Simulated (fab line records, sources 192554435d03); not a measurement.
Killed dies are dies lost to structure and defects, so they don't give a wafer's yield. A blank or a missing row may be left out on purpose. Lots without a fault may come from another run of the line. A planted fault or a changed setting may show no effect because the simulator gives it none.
fab line records | flow n5_finfet
record lots=11 wafers=31 last_day=17
route steps=1938 shown BEOL_M10@1484
lots that met no fault: from a run of the same line without faults
start_h: hours from the record's first day to the start of the lot's first wafer shown | wait_h: hours since the lot's step before | " the same as in the row above | L1.1+2: a row that stands for several wafers | - no value, or no start given | * or withheld: withheld | < > ~ a bound
route shown NAME@n: a module of which the file shows steps, and the number in the route of the first | usual: mean/standard deviation of fault-free wafers | same: alike in all rows | chamber/n: place in a boat | sites: the reading at each site | _std_site: their standard deviation | _edge_site: outer sites' mean less inner sites' | radius_mm: how far each site lies from the wafer's centre | mask NAME#n: copy n | behind: the tool/chamber that last shaped the wafer | hold: why the lot was held/for how many hours/how that ended | device: the transistor (n, p or np) that didn't switch | end of line: the same wafers' tests at the end of the route | a step without rows: its recipe alone | killed: dies lost to structure and defects at the first sort, not the wafer's yield | map: a wafer's dies, x killed, . not, _ none there
set.NAME: the setting as run; set.NAME@STEP: as run at that earlier step | model.NAME: the simulator's own value behind a step, which no gauge read
steps of the route over a sample of lots; a table a step, a row a wafer
services: from which hour (start_h, from the record's first day; less than 0 if before it) a tool's chamber was out of use, for how many hours, and why
## steps
# step N5_BEOL_M10_OVL_MEAS_12
# recipe points_per_wafer=44
# usual M10_OVL=-0.3/0.71
# columns lot.wafer tool chamber start_h wait_h M10_OVL[nm]
L207.3 overlay-02 0 209.11 0.0 -0.6
L207.4 " 0 " " -1.8
L207.6 " 0 " " -0.4
L206.3 overlay-01 0 209.43 0.0 0.1
L206.5 " 0 " " -0.5
L206.6 " 0 " " 0.6
L209.2 overlay-01 0 232.79 0.0 -0.4
L209.5 " 0 " " -0.4
L210.1 overlay-01 0 237.86 0.0 0.2
L210.3 " 0 " " 0.0
L210.6 " 0 " " 0.6
L212.1 overlay-02 0 245.72 0.0 0.6
L212.2 " 0 " " 0.2
L212.4 " 0 " " -0.2
L211.1 overlay-01 0 246.34 0.0 0.1
L211.3 " 0 " " 1.6
L211.5 " 0 " " 0.8
L214.1 overlay-01 0 251.15 0.0 -0.4
L214.2 " 0 " " 0.7
L214.3 " 0 " " 0.4
L222.5 overlay-02 0 304.86 0.0 -1.3
L222.6 " 0 " " -1.4
L226.1 overlay-01 0 331.03 0.0 -0.3
L226.2 " 0 " " 0.5
L226.3 " 0 " " -0.3
L227.2 overlay-01 0 338.99 0.0 0.1
L227.3 " 0 " " -1.2
L227.5 " 0 " " -0.4
L229.1 overlay-02 0 347.28 0.0 -0.1
L229.3 " 0 " " 0.6
L229.5 " 0 " " 0.7
# step N5_BEOL_M10_ETCH_65
# recipe chemistry=CF4 target=SiARC target_depth_a=390 mask_material=CAR-ArF time_s=65 ion_energy_ev=80 pressure_mtorr=40 source_w=545 bias_w=36 Ar_flow_sccm=100 cf4_flow_sccm=100 ends=cleared
# usual bias_w=36.03/0.11 drypump_motor_current_A=5.7/0.49 etch_rf_on_time_s=64.7/1.3 oes_product_au=0.65/0.056 rf_vpp_V=184.4/0.96 showerhead_plenum_p_Torr=2.17/0.038 throttle_valve_pct=15.73/0.23
# columns lot.wafer tool chamber start_h wait_h bias_w drypump_motor_current_A etch_rf_on_time_s oes_product_au rf_hours_counter_h rf_vpp_V showerhead_plenum_p_Torr throttle_valve_pct
L207.3 rie_diel-05 3 210.47 0.0 36.18 5.5 65.3 0.69 103 185.0 2.24 15.40
L207.4 " 1 " " 35.82 6.2 64.9 0.70 97 185.4 2.16 15.71
L207.6 " 1 " " 36.08 6.2 64.7 0.70 - 183.3 2.17 15.71
L206.3 rie_diel-06 3 210.62 0.0 35.96 5.7 64.0 0.69 103 184.0 2.16 15.72
L206.5 " 1 " " 36.03 5.7 63.8 0.60 - 185.5 2.20 15.80
L206.6 " 0 " " 36.12 6.4 65.3 0.59 - 184.5 2.12 15.98
L209.2 rie_diel-05 1 235.28 0.0 35.84 6.2 65.3 0.68 105 184.9 2.16 15.73
L209.5 " 0 " " 36.13 5.5 63.4 0.65 - 183.5 2.15 15.89
L210.1 rie_diel-05 0 239.22 0.0 35.89 5.5 62.2 0.66 141 184.8 2.15 15.92
L210.3 " 2 " " 36.04 4.9 65.9 0.61 207 185.1 2.20 15.45
L210.6 " 1 " " 36.14 6.2 65.0 0.69 - 184.5 2.16 15.72
L212.1 rie_diel-05 1 248.13 0.0 35.93 6.2 64.2 0.69 110 184.7 2.16 15.73
L212.2 " 0 " " 36.13 5.5 62.6 0.66 144 184.0 2.15 15.92
L212.4 " 2 " " 36.08 4.9 65.7 0.61 210 185.7 2.20 15.46
L211.1 rie_diel-06 3 248.51 0.0 35.93 5.7 64.8 0.69 111 183.7 2.16 15.73
L211.3 " 2 " " 36.09 5.5 66.6 0.64 144 183.6 2.15 15.61
L211.5 " 0 " " 36.03 6.4 65.0 0.59 - 183.7 2.12 16.00
L214.1 rie_diel-02 2 253.29 0.0 36.05 5.1 67.5 0.60 208 183.9 2.13 16.10
L214.2 " 3 " " 35.90 5.9 64.6 0.64 146 185.4 2.14 15.94
L214.3 " 0 " " 35.94 6.6 64.4 0.71 82 185.5 2.24 15.61
L222.5 rie_diel-06 0 307.28 0.0 35.92 6.4 65.3 0.57 - 182.2 2.11 16.04
L222.6 " 3 " " 35.91 5.7 64.4 0.67 - 183.8 2.15 15.78
L226.1 rie_diel-05 3 332.67 0.0 35.94 5.5 66.0 0.65 143 184.3 2.22 15.47
L226.2 " 2 " " 35.97 4.9 65.6 0.59 243 185.7 2.19 15.50
L226.3 " 1 " " 36.19 6.2 64.9 0.66 143 184.4 2.15 15.79
L227.2 rie_diel-02 3 340.92 0.0 35.93 5.9 63.5 0.62 179 184.1 2.13 16.02
L227.3 " 2 " " 36.06 5.1 66.8 0.59 242 185.1 2.12 16.17
L227.5 " 0 " " 35.95 6.6 64.5 0.68 - 185.6 2.23 15.65
L229.1 rie_diel-05 2 348.38 0.0 36.06 4.9 65.8 0.58 248 185.3 2.19 15.53
L229.3 " 0 " " 35.99 5.5 63.8 0.62 181 184.6 2.13 15.98
L229.5 " 1 " " 36.11 6.2 64.8 0.65 - 182.5 2.15 15.82
# step N5_BEOL_M10_VIA_ETCH_34
# recipe chemistry=C4F6/O2 target=SiCOH_lowk target_depth_a=1845 mask_material=SOC taper_deg=4 time_s=69.2 ion_energy_ev=250 pressure_mtorr=30 source_w=345 bias_w=185 Ar_flow_sccm=300 C4F6_flow_sccm=10 O2_flow_sccm=10
# usual bias_w=185.0/0.51 drypump_motor_current_A=5.7/0.48 oes_product_au=0.75/0.064 rf_vpp_V=663/15 run_length_s=92.6/0.48 showerhead_plenum_p_Torr=2.88/0.047 throttle_valve_pct=21.02/0.28
# columns lot.wafer tool chamber start_h wait_h bias_w drypump_motor_current_A oes_product_au rf_hours_counter_h rf_vpp_V run_length_s showerhead_plenum_p_Torr throttle_valve_pct
L207.3 rie_diel-05 3 210.64 0.0 185.0 5.5 0.81 103 657 92.8 2.97 20.66
L207.4 " 1 " " 184.5 6.2 0.82 97 680 92.1 2.88 21.12
L207.6 " 1 " " 185.2 6.2 0.81 - 680 92.3 2.88 21.11
L206.3 rie_diel-06 3 210.80 0.0 185.4 5.7 0.80 103 672 92.3 2.89 21.18
L206.5 " 1 " " 184.9 5.7 0.69 - 660 93.2 2.91 20.94
L206.6 " 0 " " 185.5 6.4 0.68 - 644 93.3 2.81 21.28
L209.2 rie_diel-05 1 235.46 0.0 185.1 6.2 0.80 105 679 92.5 2.88 21.12
L209.5 " 0 " " 185.4 5.5 0.77 - 674 92.1 2.87 21.28
L210.1 rie_diel-05 0 239.40 0.0 184.5 5.5 0.77 141 675 92.2 2.87 21.28
L210.3 " 2 " " 185.3 4.9 0.71 207 677 92.9 2.92 20.60
L210.6 " 1 " " 184.8 6.2 0.79 - 680 92.3 2.88 21.14
L212.1 rie_diel-05 1 248.31 0.0 185.1 6.2 0.81 110 679 92.0 2.88 21.13
L212.2 " 0 " " 184.7 5.5 0.76 144 673 92.1 2.87 21.30
L212.4 " 2 " " 185.6 4.9 0.71 210 679 93.0 2.92 20.59
L211.1 rie_diel-06 3 248.69 0.0 185.7 5.7 0.79 111 674 92.0 2.89 21.20
L211.3 " 2 " " 185.4 5.5 0.75 144 645 92.1 2.85 20.86
L211.5 " 0 " " 184.3 6.4 0.68 - 645 93.1 2.81 21.29
L214.1 rie_diel-02 2 253.46 0.0 185.1 5.1 0.70 208 651 92.9 2.85 21.47
L214.2 " 3 " " 185.8 5.8 0.74 146 634 92.5 2.85 21.27
L214.3 " 0 " " 185.9 6.5 0.82 83 659 92.4 2.97 20.87
L222.5 rie_diel-06 0 307.46 0.0 184.5 6.4 0.67 - 645 93.1 2.80 21.33
L222.6 " 3 " " 184.6 5.7 0.78 - 674 103.5 2.88 21.25
L226.1 rie_diel-05 3 332.85 0.0 183.9 5.5 0.76 143 656 92.8 2.96 20.73
L226.2 " 2 " " 185.0 4.9 0.70 243 678 93.0 2.91 20.65
L226.3 " 1 " " 184.6 6.2 0.77 143 679 92.6 2.86 21.19
L227.2 rie_diel-02 3 341.10 0.0 186.1 5.9 0.71 179 632 92.2 2.83 21.29
L227.3 " 2 " " 184.8 5.1 0.67 242 649 93.0 2.83 21.51
L227.5 " 0 " " 184.4 6.5 0.80 - 658 92.6 2.96 20.91
L229.1 rie_diel-05 2 348.55 0.0 184.7 4.9 0.69 248 679 93.0 2.90 20.66
L229.3 " 0 " " 185.0 5.5 0.72 181 674 92.3 2.85 21.34
L229.5 " 1 " " 185.2 6.2 0.76 - 680 92.0 2.86 21.20
# step N5_BEOL_M10_CURE_72
# recipe temp_c=370 time_s=120 ambient=DMADMS/He material=SiCOH_lowk
# usual lamp_power_pct=52.31/0.051 wafer_temp_C_max=371.7/0.55
# columns lot.wafer tool chamber start_h wait_h lamp_power_pct wafer_temp_C_max
L207.3 uv_cure-03 0 211.22 0.1 52.32 372.3
L207.4 " 0 " " 52.26 372.1
L207.6 " 0 " " 52.24 372.3
L206.3 uv_cure-02 2 211.46 0.2 52.26 371.4
L206.5 " 2 " " 52.25 371.3
L206.6 " 2 " " 52.36 371.2
L209.2 uv_cure-02 1 236.00 0.1 52.30 371.3
L209.5 " 1 " " 52.28 371.5
L210.1 uv_cure-03 1 239.88 0.0 52.27 371.1
L210.3 " 1 " " 52.29 371.5
L210.6 " 1 " " 52.28 371.3
L212.1 uv_cure-02 2 248.79 0.0 52.38 371.4
L212.2 " 2 " " 52.31 371.3
L212.4 " 2 " " 52.35 371.1
L211.1 uv_cure-01 1 249.34 0.2 52.27 372.4
L211.3 " 1 " " 52.18 372.3
L211.5 " 1 " " 52.28 372.5
L214.1 uv_cure-01 1 253.94 0.0 52.38 372.0
L214.2 " 1 " " 52.33 372.8
L214.3 " 1 " " 52.24 372.0
L222.5 uv_cure-01 1 308.11 0.2 52.22 372.3
L222.6 " 1 " " 52.27 372.3
L226.1 uv_cure-01 2 333.33 0.0 52.36 371.7
L226.2 " 2 " " 52.32 371.1
L226.3 " 2 " " 52.26 371.2
L227.2 uv_cure-02 0 341.63 0.1 52.27 371.2
L227.3 " 0 " " 52.37 371.4
L227.5 " 0 " " 52.35 371.5
L229.1 uv_cure-01 1 349.03 0.0 52.37 372.1
L229.3 " 1 " " 52.38 372.0
L229.5 " 1 " " 52.39 372.2
## services
# columns tool chamber start_h hours kind
uv_cure-01 - 186.60 0.4 repair
uv_cure-03 - 197.14 0.9 repair
uv_cure-01 - 209.12 2.1 pm
rie_diel-06 3 211.16 15.1 repair
rie_diel-02 2 226.34 13.2 repair
uv_cure-01 - 228.81 7.5 pm
rie_diel-06 1 233.21 4.6 repair
rie_diel-06 - 242.52 0.3 repair
uv_cure-03 - 247.21 7.5 pm
uv_cure-03 - 269.23 9.7 repair
uv_cure-02 - 278.54 2.1 pm
uv_cure-03 - 286.11 7.5 pm
rie_diel-06 0 289.58 6.3 repair
rie_diel-05 3 300.97 6.5 repair
rie_diel-06 1 305.30 - clean
rie_diel-06 1 305.30 - consumable_replace:focus_ring
rie_diel-06 1 305.30 21.1 scheduled_down
rie_diel-06 1 305.30 21.1 vent_cycle
rie_diel-02 0 313.14 13.1 repair
uv_cure-01 - 319.24 6.4 repair
rie_diel-06 0 326.61 - clean
rie_diel-06 0 326.61 - consumable_replace:focus_ring
rie_diel-06 0 326.61 19.2 scheduled_down
rie_diel-06 0 326.61 19.2 vent_cycle
## key
first_sign step=N5_BEOL_M10_VIA_ETCH_34 reading=run_length_s direction=up sigmas=23 usual=* struck=*
effect none on later readings
met_at N5_BEOL_M10_VIA_ETCH_34
struck_lots L222
struck_wafers L222.6
not_acting_at N5_BEOL_M10_OVL_MEAS_12,N5_BEOL_M10_ETCH_65,N5_BEOL_M10_CURE_72
onset_between 248.69 307.46
fault kind=process_parameter_drift tool=rie_diel-06 chamber=- onset_h=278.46 steps=N5_BEOL_M10_VIA_ETCH_34 channel=time_s offset=* shape=step end_h=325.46 scope=struck_wafers_only acts_in=* stated=*
